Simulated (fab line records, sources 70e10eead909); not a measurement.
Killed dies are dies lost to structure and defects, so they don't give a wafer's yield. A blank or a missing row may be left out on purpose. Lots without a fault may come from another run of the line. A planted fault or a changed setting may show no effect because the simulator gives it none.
fab line records | flow nand_harc
record lots=24 wafers=72 last_day=24
route steps=1159 shown A_STAIRCASE@701 A_SLIT@791 A_WL_FILL@810 A_CONTACT@860
lots that met no fault: from a run of the same line without faults
start_h: hours from the record's first day to the start of the lot's first wafer shown | wait_h: hours since the lot's step before | " the same as in the row above | L1.1+2: a row that stands for several wafers | - no value, or no start given | * or withheld: withheld | < > ~ a bound
route shown NAME@n: a module of which the file shows steps, and the number in the route of the first | usual: mean/standard deviation of fault-free wafers | same: alike in all rows | chamber/n: place in a boat | sites: the reading at each site | _std_site: their standard deviation | _edge_site: outer sites' mean less inner sites' | radius_mm: how far each site lies from the wafer's centre | mask NAME#n: copy n | behind: the tool/chamber that last shaped the wafer | hold: why the lot was held/for how many hours/how that ended | device: the transistor (n, p or np) that didn't switch | end of line: the same wafers' tests at the end of the route | a step without rows: its recipe alone | killed: dies lost to structure and defects at the first sort, not the wafer's yield | map: a wafer's dies, x killed, . not, _ none there
set.NAME: the setting as run; set.NAME@STEP: as run at that earlier step | model.NAME: the simulator's own value behind a step, which no gauge read
steps of the route over a sample of lots; a table a step, a row a wafer
services: from which hour (start_h, from the record's first day; less than 0 if before it) a tool's chamber was out of use, for how many hours, and why
## steps
# step NHARC_A_STAIRCASE_DEP_417
# recipe target_thk_a=600 step_coverage_pct=20 temp_c=400 target_thk_nm=60 flow_sccm=200 rf_w=450 material=Si3N4
# usual heater_power_w=717/75
# columns lot.wafer tool chamber start_h wait_h heater_power_w
L074.1 pecvd-01 2 268.35 - 622
L074.2 " 1 " " 665
L074.6 " 1 " " 677
L075.1 pecvd-02 0 269.26 - 841
L075.2 " 1 " " 752
L075.6 " 1 " " 766
L076.1 pecvd-04 2 276.93 - 676
L076.4 " 2 " " 670
L076.5 " 0 " " 734
L077.3 pecvd-02 1 283.76 - 660
L077.4 " 1 " " 635
L077.5 " 2 " " 635
L078.1 pecvd-04 2 286.12 - 744
L078.2 " 0 " " 740
L078.5 " 2 " " 757
L080.1 pecvd-04 0 290.78 - 837
L080.4 " 1 " " 802
L080.6 " 0 " " 853
L079.3 pecvd-04 2 291.16 - 771
L079.5 " 2 " " 765
L079.6 " 0 " " 842
L082.3 pecvd-02 1 302.77 - 661
L082.1 " 2 " " 645
L082.5 " 0 " " 779
L083.2 pecvd-01 2 305.41 - 566
L083.6 " 1 " " 745
L083.5 " 2 " " 557
L081.1 pecvd-02 0 313.20 - 841
L081.2 " 1 " " 712
L081.5 " 1 " " 751
L085.1 pecvd-04 2 324.78 - 751
L085.5 " 0 " " 835
L085.6 " 1 " " 723
L084.1 pecvd-01 1 326.53 - 742
L084.5 " 0 " " 658
L084.4 " 1 " " 734
L086.1 pecvd-01 1 338.92 - 795
L086.2 " 0 " " 706
L086.4 " 2 " " 606
L087.1 pecvd-01 0 339.87 - 699
L087.3 " 2 " " 651
L087.5 " 2 " " 641
L088.2 pecvd-04 0 346.96 - 823
L088.4 " 1 " " 786
L088.6 " 2 " " 737
L089.5 pecvd-01 1 352.51 - 749
L089.6 " 2 " " 568
L089.4 " 0 " " 682
L090.2 pecvd-01 0 365.09 - 665
L090.6 " 2 " " 630
L090.4 " 1 " " 630
L091.3 pecvd-01 2 366.12 - 660
L091.1 " 1 " " 779
L091.6 " 1 " " 758
L093.3 pecvd-02 1 368.27 - 650
L093.2 " 2 " " 743
L093.1 " 0 " " 856
L092.3 pecvd-01 2 369.87 - 648
L092.1 " 0 " " 693
L092.5 " 1 " " 687
L094.3 pecvd-02 1 379.55 - 648
L094.6 " 2 " " 692
L094.4 " 1 " " 644
L095.3 pecvd-01 2 380.88 - 636
L095.5 " 1 " " 690
L095.6 " 2 " " 663
L097.2 pecvd-02 1 395.72 - 622
L097.1 " 0 " " 827
L097.6 " 1 " " 628
L096.1 pecvd-02 1 404.92 - 639
L096.6 " 2 " " 679
L096.4 " 0 " " 708
# step NHARC_A_STAIRCASE_ALD_420
# recipe target_thk_a=200 pulse_time_s=6 ald_cycles=200 temp_c=300 material=SiO2
# usual heater_power_w=475/51 precursor_pulse_height_rel=1.000/0.02
# columns lot.wafer tool chamber start_h wait_h heater_power_w precursor_pulse_height_rel
L074.1 ald_hk-02 1 272.43 - 494 1.021
L074.2 " 2 " " 525 1.011
L074.6 " 0 " " 407 1.025
L075.1 ald_hk-03 2 272.84 - 534 1.014
L075.2 " 3 " " 372 0.988
L075.6 " 2 " " 522 1.012
L076.4 ald_hk-03 2 282.99 - 530 0.987
L076.1 " 0 " " 448 1.008
L076.5 " 1 " " 432 1.026
L077.4 ald_hk-04 2 287.48 - 440 0.991
L077.3 " 0 " " 514 1.021
L077.5 " 2 " " 448 0.981
L078.1 ald_hk-03 1 287.79 - 420 1.039
L078.2 " 2 " " 549 1.000
L078.5 " 0 " " 446 1.004
L080.1 ald_hk-02 1 294.46 - 460 0.980
L080.4 " 0 " " 402 1.002
L080.6 " 1 " " 452 0.959
L079.3 ald_hk-03 1 294.47 - 435 0.993
L079.6 " 1 " " 426 0.988
L079.5 " 2 " " 530 0.977
L082.3 ald_hk-02 1 306.60 0.1 452 1.010
L082.1 " 3 " " 470 0.982
L082.5 " 1 " " 463 0.997
L083.2 ald_hk-04 2 306.72 - 445 0.985
L083.5 " 1 " " 503 1.006
L083.6 " 2 " " 444 0.986
L081.1 ald_hk-03 3 316.98 - 359 1.011
L081.2 " 1 " " 437 1.001
L081.5 " 0 " " 444 1.015
L085.1 ald_hk-04 0 330.21 - 530 1.002
L085.6 " 3 " " 521 1.002
L085.5 " 0 " " 527 1.004
L084.1 ald_hk-04 3 331.01 - 517 1.020
L084.4 " 0 " " 511 1.001
L084.5 " 3 " " 519 1.019
L086.4 ald_hk-04 3 342.70 - 530 1.030
L086.2 " 0 " " 515 0.982
L086.1 " 2 " " 445 1.030
L087.3 ald_hk-04 0 343.81 - 512 0.989
L087.1 " 1 " " 498 0.978
L087.5 " 3 " " 537 1.038
L088.4 ald_hk-03 3 351.01 0.4 377 0.967
L088.2 " 0 " " 444 0.983
L088.6 " 1 " " 458 1.000
L089.4 ald_hk-04 2 356.64 - 442 1.052
L089.5 " 3 " " 524 0.997
L089.6 " 0 " " 507 1.022
L090.4 ald_hk-04 0 369.01 - 520 1.004
L090.2 " 2 " " 444 0.992
L090.6 " 3 " " 519 0.998
L091.3 ald_hk-03 2 369.02 - 497 1.023
L091.1 " 3 " " 382 1.000
L091.6 " 1 " " 446 1.009
L092.3 ald_hk-03 1 372.05 - 448 1.002
L092.1 " 2 " " 494 0.981
L092.5 " 2 " " 504 0.982
L093.2 ald_hk-04 1 372.06 - 487 0.999
L093.3 " 3 " " 516 1.019
L093.1 " 0 " " 525 1.030
L094.3 ald_hk-03 2 383.24 - 501 1.025
L094.4 " 3 " " 372 1.028
L094.6 " 3 " " 380 1.023
L095.3 ald_hk-04 0 383.40 - 543 0.998
L095.5 " 3 " " 503 0.982
L095.6 " 0 " " 548 0.953
L097.2 ald_hk-03 0 399.48 - 456 0.997
L097.1 " 3 " " 380 0.987
L097.6 " 1 " " 443 1.012
L096.1 ald_hk-04 1 408.93 - 503 0.994
L096.4 " 2 " " 440 1.005
L096.6 " 3 " " 504 1.008
# step NHARC_A_STAIRCASE_ETCHBACK_157
# recipe target_depth_a=900 over_etch_frac=0.3 time_s=167.14 ion_energy_ev=120 ch3f_flow_sccm=50 o2_flow_sccm=30 ar_flow_sccm=200 rf_w=500 bias_w=100 chemistry=CH3F/O2
# usual drypump_motor_current_A=5.8/0.48 mfc_ar_sccm=200.0/0.62 o2_flow_sccm=29.99/0.085 oes_product_au=0.97/0.031 rf_vpp_V=244.0/1.4 showerhead_plenum_p_Torr=2.44/0.093 throttle_valve_pct=20.662/0.0091
# same time_s=167.14
# columns lot.wafer tool chamber start_h wait_h drypump_motor_current_A mfc_ar_sccm o2_flow_sccm oes_product_au rf_hours_counter_h rf_vpp_V showerhead_plenum_p_Torr throttle_valve_pct
L075.2 rie_diel-06 0 308.92 0.2 5.2 199.5 30.05 0.92 23 243.5 2.41 20.675
L075.1 " 2 " " 6.1 199.5 29.89 0.93 24 246.0 2.51 20.658
L075.6 " 3 " " 6.1 200.2 30.04 0.92 - 246.1 2.56 20.664
L074.2 rie_diel-06 2 309.90 0.3 6.2 200.0 30.07 1.01 24 245.0 2.51 20.651
L074.1 " 3 " " 6.2 200.3 29.92 0.99 24 246.5 2.56 20.673
L074.6 " 0 " " 5.2 201.5 29.90 1.00 - 244.2 2.41 20.681
L076.1 rie_diel-12 0 324.20 0.2 5.8 199.2 30.11 0.94 40 243.3 2.44 20.666
L076.4 " 1 " " 6.0 200.7 30.11 0.94 46 244.7 2.54 20.656
L076.5 " 3 " " 4.7 199.2 29.83 0.96 - 243.8 2.38 20.664
L077.3 rie_diel-08 2 324.33 0.2 5.8 200.9 29.98 1.01 6 241.5 2.30 20.670
L077.4 " 0 " " 5.8 200.3 30.08 0.99 5 242.2 2.37 20.665
L077.5 " 1 " " 6.6 200.9 29.86 0.99 - 244.4 2.58 20.663
L078.1 rie_diel-12 0 324.76 0.2 5.8 200.9 30.03 0.99 41 244.5 2.44 20.679
L078.2 " 2 " " 5.4 199.5 30.01 1.01 47 243.7 2.45 20.661
L078.5 " 3 " " 4.7 199.6 29.99 1.00 - 243.2 2.38 20.673
L080.1 rie_diel-08 3 331.46 0.1 5.2 199.1 30.07 0.99 9 243.2 2.41 20.653
L080.4 " 1 " " 6.6 200.3 29.86 0.99 7 244.9 2.57 20.646
L080.6 " 3 " " 5.2 199.9 30.02 1.00 - 243.6 2.41 20.661
L079.3 rie_diel-12 3 331.79 0.2 4.7 198.9 29.96 0.99 49 243.1 2.38 20.657
L079.6 " 1 " " 6.0 199.7 29.95 0.98 - 246.2 2.54 20.652
L079.5 " 2 " " 5.4 200.8 30.04 1.01 - 243.5 2.45 20.658
L083.2 rie_diel-12 2 344.82 0.2 5.5 200.3 30.03 0.97 53 244.0 2.45 20.663
L083.5 " 1 " " 6.0 198.8 29.94 0.93 - 246.5 2.54 20.672
L083.6 " 2 " " 5.5 199.1 30.04 0.96 - 245.4 2.45 20.652
L082.1 rie_diel-08 2 344.96 0.2 5.8 199.7 29.91 1.01 14 243.5 2.30 20.655
L082.3 " 3 " " 5.2 199.6 30.07 0.99 13 243.0 2.41 20.659
L082.5 " 2 " " 5.8 199.9 29.88 1.00 - 241.5 2.30 20.661
L081.1 rie_diel-12 3 356.60 0.2 4.7 200.7 29.83 0.91 55 244.3 2.38 20.646
L081.2 " 0 " " 5.8 200.2 30.03 0.92 50 244.4 2.44 20.670
L081.5 " 2 " " 5.4 199.8 30.03 0.93 - 245.2 2.45 20.668
L084.1 rie_diel-08 3 368.45 0.1 5.2 199.3 30.00 0.94 23 242.8 2.40 20.669
L084.4 " 2 " " 5.8 199.9 29.91 0.97 23 241.8 2.30 20.668
L084.5 " 3 " " 5.2 199.7 29.97 0.96 - 244.5 2.40 20.666
L085.1 rie_diel-08 3 368.77 0.2 5.2 200.0 29.99 0.99 23 243.6 2.40 20.662
L085.6 " 1 " " 6.6 200.1 29.94 1.00 - 245.5 2.57 20.654
L085.5 " 2 " " 5.8 200.0 29.97 1.00 - 242.0 2.30 20.678
L087.1 rie_diel-06 0 377.77 0.2 5.2 199.6 29.97 0.91 46 244.1 2.40 20.675
L087.3 " 1 " " 5.8 199.5 30.16 0.91 47 245.7 2.53 20.666
L087.5 " 3 " " 6.2 199.4 29.95 0.93 - 245.1 2.55 20.674
L086.1 rie_diel-08 2 378.38 0.2 5.8 200.0 29.96 0.94 27 242.6 2.29 20.659
L086.4 " 3 " " 5.2 200.0 29.94 0.93 26 244.2 2.40 20.680
L086.2 " 0 " " 5.8 199.4 29.85 0.96 23 243.3 2.36 20.668
L088.4 rie_diel-08 3 387.73 0.2 5.2 199.5 30.06 0.98 31 243.5 2.40 20.680
L088.2 " 0 " " 5.8 201.0 29.85 0.97 27 244.5 2.36 20.661
L088.6 " 2 " " 5.8 199.8 29.92 0.97 - 241.7 2.29 20.673
L089.4 rie_diel-06 0 389.44 0.2 5.2 199.6 29.95 0.99 53 242.5 2.40 20.669
L089.5 " 1 " " 5.8 200.2 29.93 0.98 - 246.1 2.53 20.682
L089.6 " 2 " " 6.1 200.5 29.98 0.93 - 245.2 2.50 20.671
L090.2 rie_diel-08 1 406.43 0.2 6.6 199.7 30.07 0.96 35 244.7 2.56 20.663
L090.4 " 0 " " 5.8 199.7 29.81 0.97 - 242.2 2.36 20.663
L090.6 " 1 " " 6.6 200.0 29.99 0.96 - 245.8 2.56 20.662
L093.3 rie_diel-06 0 406.68 0.2 5.2 199.6 29.97 0.98 60 242.4 2.40 20.667
L093.1 " 1 " " 5.8 201.2 29.93 0.98 60 247.0 2.52 20.667
L093.2 " 3 " " 6.2 199.9 29.97 1.00 59 245.6 2.54 20.650
L092.1 rie_diel-08 1 406.91 0.2 6.6 199.9 30.02 0.91 35 244.7 2.56 20.655
L092.3 " 2 " " 5.8 199.4 30.03 0.93 39 243.4 2.29 20.664
L092.5 " 0 " " 5.7 200.0 30.02 0.93 - 241.7 2.36 20.663
L091.1 rie_diel-06 2 408.33 0.2 6.2 201.3 30.01 1.01 58 245.1 2.49 20.640
L091.3 " 3 " " 6.1 202.0 30.20 0.99 60 245.1 2.54 20.658
L091.6 " 2 " " 6.1 200.2 29.99 1.01 - 245.9 2.49 20.660
L094.3 rie_diel-08 2 417.76 0.3 5.8 200.4 30.08 0.94 45 241.3 2.29 20.662
L094.6 " 0 " " 5.8 200.6 30.20 0.93 - 243.1 2.35 20.658
L094.4 " 1 " " 6.6 200.1 29.88 0.92 - 246.0 2.56 20.652
L095.3 rie_diel-08 0 418.34 0.2 5.8 200.8 30.01 1.00 42 242.0 2.35 20.662
L095.6 " 2 " " 5.8 199.7 30.11 1.02 - 241.7 2.29 20.662
L095.5 " 1 " " 6.6 199.6 30.04 1.00 - 245.2 2.56 20.661
L097.2 rie_diel-08 3 436.87 0.1 5.2 199.6 29.91 0.93 37 243.6 2.40 20.670
L097.1 " 0 " " 5.8 200.6 29.93 0.93 50 243.1 2.35 20.667
L097.6 " 0 " " 5.8 199.4 29.93 0.94 - 241.4 2.35 20.649
L096.1 rie_diel-06 3 446.91 0.1 6.2 200.1 29.90 1.00 6 245.6 2.54 20.661
L096.4 " 0 " " 5.2 199.1 29.97 0.99 6 243.2 2.39 20.644
L096.6 " 3 " " 6.1 200.0 29.81 1.00 - 244.8 2.54 20.656
# step NHARC_A_SLIT_OVL_MEAS_10
# usual overlay_x_nm=0.0/0.86 overlay_y_nm=-0.2/0.82
# columns lot.wafer tool chamber start_h wait_h overlay_x_nm overlay_y_nm
L075.1 overlay-02 - 320.76 - -0.5 -0.5
L075.2 " - " " -0.8 -0.4
L075.6 " - " " -0.5 -0.4
L074.1 overlay-02 - 321.13 - 0.2 -0.5
L074.2 " - " " 0.3 -0.9
L074.6 " - " " 0.4 -0.7
L078.1 overlay-01 - 337.58 - -0.2 -0.6
L078.2 " - " " -0.2 0.4
L078.5 " - " " 0.2 -0.4
L076.1 overlay-02 - 337.86 - 0.7 -0.2
L076.4 " - " " 0.9 -0.3
L076.5 " - " " 1.1 -0.7
L077.3 overlay-01 - 339.26 - 0.6 0.2
L077.4 " - " " 0.2 0.9
L077.5 " - " " 0.5 0.9
L080.1 overlay-01 - 344.10 - 1.7 0.9
L080.4 " - " " 1.2 0.6
L080.6 " - " " 0.7 1.1
L079.3 overlay-02 - 344.39 - 0.0 0.1
L079.5 " - " " -0.2 0.6
L079.6 " - " " -0.6 0.4
L082.1 overlay-01 - 356.12 - -0.5 -0.5
L082.3 " - " " -1.1 0.0
L082.5 " - " " 0.0 -0.5
L083.2 overlay-02 - 357.17 - -1.8 -1.2
L083.5 " - " " -2.1 -0.9
L083.6 " - " " -2.1 -0.8
L081.1 overlay-02 - 371.51 - 0.8 -1.0
L081.2 " - " " 0.8 -1.6
L081.5 " - " " 1.0 -1.7
L085.1 overlay-01 - 379.46 - -0.2 -1.5
L085.5 " - " " -1.0 -1.5
L085.6 " - " " -0.3 -1.6
L084.1 overlay-01 - 379.73 - 0.2 0.9
L084.4 " - " " 0.6 1.0
L084.5 " - " " 0.4 0.8
L087.1 overlay-02 - 391.85 - -0.5 1.0
L087.3 " - " " -0.2 0.5
L087.5 " - " " -0.5 0.9
L086.1 overlay-02 - 393.17 - -1.0 -0.4
L086.2 " - " " -1.1 -0.7
L086.4 " - " " -0.8 -0.7
L088.2 overlay-02 - 401.48 - -0.2 -1.5
L088.4 " - " " 0.0 -1.5
L088.6 " - " " -0.3 -1.1
L089.4 overlay-02 - 401.65 - 0.6 -0.5
L089.5 " - " " 1.0 -0.1
L089.6 " - " " 0.3 -0.8
L090.2 overlay-01 - 417.83 - 0.2 -0.4
L090.4 " - " " 0.5 -0.9
L090.6 " - " " 0.6 -0.2
L091.1 overlay-02 - 419.08 - 1.6 -0.9
L091.3 " - " " 1.1 -1.1
L091.6 " - " " 1.6 -0.3
L093.1 overlay-01 - 419.64 - -0.2 -1.4
L093.2 " - " " -0.6 -1.4
L093.3 " - " " 0.1 -1.1
L092.1 overlay-02 - 421.14 - -0.2 -0.9
L092.3 " - " " -0.4 -0.6
L092.5 " - " " -0.3 -1.2
L094.3 overlay-01 - 429.25 - -1.2 0.1
L094.4 " - " " -1.0 1.0
L094.6 " - " " -1.4 0.6
L095.3 overlay-01 - 429.43 - -0.4 1.1
L095.5 " - " " 0.0 0.4
L095.6 " - " " -0.2 0.8
L097.1 overlay-01 - 450.18 - 0.8 0.7
L097.2 " - " " 1.3 0.5
L097.6 " - " " 0.1 1.0
L096.1 overlay-02 - 460.03 - 0.4 0.7
L096.4 " - " " 0.7 1.3
L096.6 " - " " 0.2 0.9
# step NHARC_A_WL_FILL_RTA_01
# recipe temp_c=1000 time_s=5
# usual lamp_power_pct=27.4/1.4 lamp_zone_2_pct=27.4/1.4 wafer_temp_C_max=1004.4/0.95
# same time_s=5
# columns lot.wafer tool chamber start_h wait_h lamp_power_pct lamp_zone_2_pct wafer_temp_C_max
L074.1 rtp_anneal-02 0 335.42 - 29.0 29.1 1004.8
L074.2 " 0 " " 29.1 29.1 1004.3
L074.6 " 0 " " 29.0 29.1 1004.6
L075.1 rtp_anneal-01 0 335.49 - 26.1 26.1 1004.3
L075.2 " 0 " " 26.1 26.1 1006.1
L075.6 " 0 " " 26.1 26.1 1005.4
L077.3 rtp_anneal-01 0 349.20 - 26.2 26.2 1006.2
L077.4 " 0 " " 26.1 26.1 1004.7
L077.5 " 0 " " 26.1 26.1 1004.0
L078.1 rtp_anneal-01 0 349.31 - 26.1 26.1 1005.2
L078.2 " 0 " " 26.2 26.1 1002.6
L078.5 " 0 " " 26.1 26.1 1003.6
L076.1 rtp_anneal-01 0 349.48 - 26.2 26.2 1005.5
L076.4 " 0 " " 26.2 26.2 1006.6
L076.5 " 0 " " 26.1 26.1 1004.9
L080.1 rtp_anneal-02 0 355.72 - 29.1 29.1 1004.1
L080.4 " 0 " " 29.1 29.1 1003.2
L080.6 " 0 " " 29.0 29.1 1004.4
L079.3 rtp_anneal-02 0 355.95 - 29.1 29.1 1002.7
L079.5 " 0 " " 29.1 29.0 1003.9
L079.6 " 0 " " 29.1 29.1 1005.2
L082.1 rtp_anneal-01 0 368.23 - 26.1 26.2 1003.6
L082.3 " 0 " " 26.2 26.2 1004.4
L082.5 " 0 " " 26.1 26.1 1003.5
L083.2 rtp_anneal-02 0 368.27 - 29.1 29.1 1004.3
L083.5 " 0 " " 29.0 29.1 1003.8
L083.6 " 0 " " 29.1 29.1 1004.3
L081.1 rtp_anneal-02 0 384.44 - 29.1 29.1 1003.9
L081.2 " 0 " " 29.1 29.0 1005.8
L081.5 " 0 " " 29.1 29.0 1004.2
L085.1 rtp_anneal-01 0 391.00 - 26.2 26.1 1006.0
L085.5 " 0 " " 26.1 26.1 1005.0
L085.6 " 0 " " 26.2 26.1 1005.1
L084.1 rtp_anneal-01 0 391.18 - 26.2 26.2 1002.3
L084.4 " 0 " " 26.1 26.1 1003.6
L084.5 " 0 " " 26.2 26.2 1004.1
L086.1 rtp_anneal-01 0 405.69 0.4 26.2 26.1 1003.4
L086.2 " 0 " " 26.1 26.2 1004.4
L086.4 " 0 " " 26.2 26.2 1003.6
L087.1 rtp_anneal-02 0 406.03 0.4 29.0 29.1 1004.3
L087.3 " 0 " " 29.1 29.1 1002.3
L087.5 " 0 " " 29.0 29.0 1004.9
L088.2 rtp_anneal-01 0 413.89 0.5 26.1 26.2 1005.7
L088.4 " 0 " " 26.1 26.1 1004.0
L088.6 " 0 " " 26.1 26.1 1005.4
L089.4 rtp_anneal-02 0 414.02 - 29.1 29.0 1004.5
L089.5 " 0 " " 29.1 29.1 1003.9
L089.6 " 0 " " 29.1 29.1 1005.7
L090.2 rtp_anneal-02 0 429.40 - 29.0 29.1 1003.4
L090.4 " 0 " " 29.0 29.0 1005.3
L090.6 " 0 " " 29.0 29.0 1003.6
L091.1 rtp_anneal-02 0 429.54 - 29.0 29.1 1003.2
L091.3 " 0 " " 29.0 29.0 1003.8
L091.6 " 0 " " 29.0 29.1 1002.2
L093.1 rtp_anneal-01 0 432.84 - 26.1 26.1 1003.0
L093.2 " 0 " " 26.2 26.1 1004.7
L093.3 " 0 " " 26.1 26.1 1002.2
L092.1 rtp_anneal-01 0 433.01 - 26.1 26.1 1003.8
L092.3 " 0 " " 26.1 26.1 1003.9
L092.5 " 0 " " 26.1 26.1 1005.8
L094.3 rtp_anneal-01 0 442.44 - 26.1 26.1 1004.3
L094.4 " 0 " " 26.1 26.1 1004.5
L094.6 " 0 " " 26.1 26.1 1004.8
L095.3 rtp_anneal-02 0 442.62 - 29.1 29.0 1005.7
L095.5 " 0 " " 29.0 29.0 1006.1
L095.6 " 0 " " 29.1 29.1 1004.2
L097.1 rtp_anneal-01 0 461.61 - 26.1 26.1 1004.9
L097.2 " 0 " " 26.1 26.1 1004.1
L097.6 " 0 " " 26.1 26.1 1003.7
L096.1 rtp_anneal-01 0 471.68 - 26.1 26.1 1005.0
L096.4 " 0 " " 26.1 26.2 1004.5
L096.6 " 0 " " 26.1 26.1 1004.9
# step NHARC_A_CONTACT_ETCH_50
# recipe target_depth_a=847 time_s=42.4 cf4_flow_sccm=100 chf3_flow_sccm=30 ar_flow_sccm=0 rf_w=500 bias_w=200 chemistry=CF4/CHF3
# usual drypump_motor_current_A=5.7/0.43 mfc_ar_sccm=0.014/0.016 oes_product_au=0.944/0.022 rf_vpp_V=369.6/2.1 showerhead_plenum_p_Torr=1.54/0.054 throttle_valve_pct=16.801/0.0091
# same time_s=42.4
# columns lot.wafer tool chamber start_h wait_h drypump_motor_current_A mfc_ar_sccm oes_product_au rf_hours_counter_h rf_vpp_V showerhead_plenum_p_Torr throttle_valve_pct
L075.2 rie_diel-03 2 - - 5.3 0.021 0.981 26 367.0 1.49 16.799
L075.1 " 3 " " 5.6 0.035 0.981 31 367.2 1.47 16.795
L075.6 " 3 " " 5.6 0.035 0.983 - 367.0 1.47 16.803
L074.2 rie_diel-03 0 - - 6.3 0 0.928 31 369.5 1.52 16.809
L074.1 " 3 " " 5.6 0.035 0.921 32 366.4 1.47 16.812
L074.6 " 3 " " 5.6 0.035 0.928 - 366.5 1.47 16.786
L077.3 rie_diel-06 1 - - 5.8 0 0.905 49 371.5 1.62 16.797
L077.5 " 1 " " 5.9 0 0.910 - 372.4 1.62 16.814
L077.4 " 3 " " 6.1 0 0.920 - 373.1 1.63 16.812
L078.2 rie_diel-06 1 - - 5.8 0 0.909 50 372.4 1.62 16.786
L078.1 " 3 " " 6.1 0 0.931 47 372.5 1.63 16.797
L078.5 " 0 " " 5.2 0.028 0.920 - 368.3 1.54 16.804
L076.1 rie_diel-03 1 - - 5.7 0.042 0.961 33 371.3 1.60 16.804
L076.4 " 2 " " 5.3 0.021 0.945 32 367.6 1.49 16.818
L076.5 " 1 " " 5.7 0.042 0.951 - 371.3 1.60 16.804
L080.4 rie_diel-12 3 - - 4.7 0 0.946 3 368.2 1.52 16.802
L080.1 " 0 " " 5.8 0.018 0.950 3 370.4 1.56 16.805
L080.6 " 2 " " 5.4 0 0.947 - 371.2 1.56 16.807
L079.3 rie_diel-12 1 - - 6.0 0 0.941 5 372.2 1.62 16.811
L079.5 " 1 " " 6.0 0 0.940 - 373.6 1.62 16.799
L079.6 " 2 " " 5.4 0 0.970 - 369.9 1.56 16.791
L083.2 rie_diel-12 2 - - 5.5 0 0.964 7 371.2 1.56 16.806
L083.6 " 0 " " 5.8 0.018 0.950 - 370.6 1.56 16.798
L083.5 " 1 " " 6.0 0 0.929 - 372.3 1.62 16.806
L082.1 rie_diel-12 2 - - 5.5 0 0.970 10 369.3 1.56 16.810
L082.3 " 3 " " 4.7 0 0.951 10 368.4 1.52 16.808
L082.5 " 3 " " 4.7 0 0.947 - 369.4 1.52 16.811
L085.1 rie_diel-03 0 - - 6.2 0 0.929 4 369.4 1.52 16.794
L085.6 " 0 " " 6.3 0 0.930 - 368.8 1.52 16.784
L085.5 " 1 " " 5.7 0.042 0.944 - 371.9 1.60 16.796
L081.2 rie_diel-03 1 - - 5.7 0.042 0.915 4 371.1 1.60 16.791
L081.1 " 2 " " 5.3 0.021 0.938 3 368.1 1.49 16.804
L081.5 " 2 " " 5.3 0.021 0.946 - 367.3 1.49 16.803
L084.4 rie_diel-03 3 - - 5.6 0.035 0.946 6 365.5 1.47 16.808
L084.1 " 0 " " 6.3 0 0.942 6 369.9 1.52 16.800
L084.5 " 0 " " 6.3 0 0.938 - 369.0 1.52 16.786
L087.3 rie_diel-06 0 - - 5.2 0.028 0.958 4 370.4 1.53 16.798
L087.1 " 1 " " 5.8 0 0.961 3 372.4 1.61 16.787
L087.5 " 1 " " 5.8 0 0.961 - 373.6 1.61 16.789
L086.4 rie_diel-03 2 - - 5.3 0.021 0.988 8 368.1 1.49 16.791
L086.1 " 3 " " 5.6 0.035 0.970 9 366.0 1.46 16.811
L086.2 " 1 " " 5.7 0.042 0.972 9 371.1 1.60 16.807
L089.4 rie_diel-03 1 - - 5.7 0.042 0.928 11 371.4 1.60 16.807
L089.5 " 0 " " 6.3 0 0.922 - 369.2 1.52 16.798
L089.6 " 1 " " 5.7 0.042 0.921 - 370.4 1.60 16.792
L088.2 rie_diel-03 0 - - 6.3 0 0.969 12 369.2 1.51 16.813
L088.4 " 1 " " 5.7 0.042 0.961 12 372.2 1.60 16.788
L088.6 " 2 " " 5.3 0.021 0.966 - 367.8 1.49 16.805
L090.4 rie_diel-03 3 - - 5.6 0.035 0.969 14 366.2 1.46 16.803
L090.2 " 1 " " 5.7 0.042 0.986 13 372.1 1.60 16.804
L090.6 " 2 " " 5.3 0.021 0.987 - 368.4 1.48 16.806
L091.1 rie_diel-06 3 - - 6.1 0 0.952 13 372.0 1.62 16.793
L091.3 " 2 " " 6.2 0 0.958 11 371.2 1.59 16.802
L091.6 " 0 " " 5.2 0.028 0.955 - 369.0 1.53 16.799
L093.3 rie_diel-03 2 - - 5.3 0.021 0.966 14 366.7 1.48 16.808
L093.1 " 3 " " 5.6 0.035 0.997 15 366.6 1.46 16.801
L093.2 " 0 " " 6.3 0 0.960 15 368.2 1.51 16.811
L092.1 rie_diel-12 2 - - 5.5 0 0.938 27 369.4 1.56 16.790
L092.3 " 3 " " 4.7 0 0.925 32 368.1 1.51 16.796
L092.5 " 2 " " 5.5 0 0.925 - 368.7 1.56 16.797
L095.3 rie_diel-06 3 - - 6.2 0 0.936 19 373.3 1.62 16.818
L095.5 " 2 " " 6.1 0 0.934 - 372.9 1.59 16.799
L095.6 " 3 " " 6.1 0 0.926 - 372.2 1.62 16.805
L094.3 rie_diel-12 3 - - 4.7 0 0.918 37 368.2 1.51 16.818
L094.4 " 0 " " 5.8 0.018 0.916 34 369.2 1.55 16.805
L094.6 " 1 " " 6.0 0 0.904 - 372.6 1.61 16.795
L097.2 rie_diel-12 3 - - 4.7 0 0.930 41 367.5 1.51 16.806
L097.1 " 0 " " 5.8 0.018 0.926 37 369.9 1.55 16.792
L097.6 " 0 " " 5.8 0.018 0.934 - 370.2 1.55 16.803
L096.4 rie_diel-12 2 - - 5.4 0 0.948 41 370.5 1.55 16.785
L096.1 " 0 " " 5.8 0.018 0.939 40 369.6 1.55 16.801
L096.6 " 3 " " 4.7 0 0.932 - 369.0 1.51 16.802
## services
# columns tool chamber start_h hours kind
rie_diel-08 2 245.58 13.5 repair
rie_diel-06 - 247.14 0.1 repair
rie_diel-03 2 255.59 13.9 repair
rie_diel-12 2 271.12 2.6 repair
pecvd-02 0 279.08 2.8 repair
rie_diel-06 - 289.23 1.7 repair
rtp_anneal-02 - 300.04 12.0 pm
rie_diel-08 - 301.88 9.0 pm
rie_diel-06 1 302.71 4.0 repair
rie_diel-12 2 373.74 7.6 repair
rie_diel-12 - 379.46 9.0 pm
rie_diel-06 2 381.35 7.2 repair
rie_diel-03 - 392.33 9.0 pm
rie_diel-06 3 412.97 5.3 repair
rie_diel-06 0 415.46 5.6 repair
pecvd-01 - 418.19 13.0 pm
rie_diel-06 - 418.30 9.0 pm
rie_diel-12 2 429.66 12.4 repair
rie_diel-08 3 455.00 9.4 repair
rie_diel-03 - 458.90 0.2 repair
ald_hk-04 - 467.67 1.1 repair
rie_diel-12 0 470.14 6.4 repair
rie_diel-12 1 473.86 5.9 repair
rie_diel-08 - 479.29 9.0 pm
## key
fault none
